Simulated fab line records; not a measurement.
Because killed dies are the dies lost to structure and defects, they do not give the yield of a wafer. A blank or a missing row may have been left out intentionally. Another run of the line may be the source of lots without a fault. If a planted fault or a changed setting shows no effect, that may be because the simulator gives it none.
What tool caused it?	flow n5Finfet	60 wafers sampled from 20 lots at 1 step of a route of 1938

== WHAT THE GAUGES READ, wafer by wafer ==
N5_HKMG_FIN_INSPECT_28: inspects for defects (darkfield).
lot	measured	on	rawDefectCount
L074	day 4 08:14	defectInspect-01	35 49 48
L075	day 4 14:07	defectInspect-02	45 63 48
L076	day 4 18:13	defectInspect-02	27 38 29
L077	day 5 01:29	defectInspect-02	38 35 50
L078	day 5 07:02	defectInspect-02	31 45 63
L079	day 5 15:49	defectInspect-02	42 37 45
L080	day 6 00:22	defectInspect-01	50 30 23
L081	day 6 04:49	defectInspect-01	33 91 36
L083	day 6 13:47	defectInspect-01	51 30 30
L085	day 7 01:08	defectInspect-02	19 34 32
L087	day 7 14:29	defectInspect-01	56 30 49
L088	day 7 20:25	defectInspect-01	33 42 29
L089	day 8 02:40	defectInspect-02	33 31 43
L091	day 8 12:35	defectInspect-02	28 41 43
L092	day 8 16:43	defectInspect-02	69 47 78
L093	day 9 01:10	defectInspect-01	40 42 67
L094	day 9 14:26	defectInspect-02	38 46 37
L095	day 9 14:52	defectInspect-01	32 64 56
L096	day 9 21:38	defectInspect-02	49 63 29
L097	day 10 04:33	defectInspect-01	51 36 51

== EACH LOT AND THE TOOL THAT RAN IT (in order: tool; ch and the chambers of the sampled wafers; start) ==
Record: no process step prior to these readings.

== WHAT THE TOOLS THEMSELVES READ (means of the sampled wafers that have a number; where no wafer has one, the mark that the record gives instead) ==
The record holds no such reading with a usual standard deviation.

== THE ANSWER, worked out from the rows above alone ==
Rule: what is usual is taken from the lots themselves. Put in order of their means at a reading, lots are off if they are a third of the lots or fewer, leave a main group of 4 or more, and stand apart from it by a gap of 3 or more times the standard deviation of the main group's means; of several such gaps the widest counts. A main group is skipped when, at the precision printed for the reading in the tables above, its means are all equal. Also off: a lot with no number at a reading for which 4 or more lots have one. All remaining lots with rows at the step are treated as sound. The gauges are gone through in route order, then the tools' own readings, and for those a lot's mean is taken as printed above. The first step at which some lot is off is used, and at that step the reading that is off furthest; a lot without a number counts as furthest.
No lot is off on any of the readings shown, so nothing can be concluded from this.

== WHAT HAD BEEN PUT IN BY THE SIMULATOR ==
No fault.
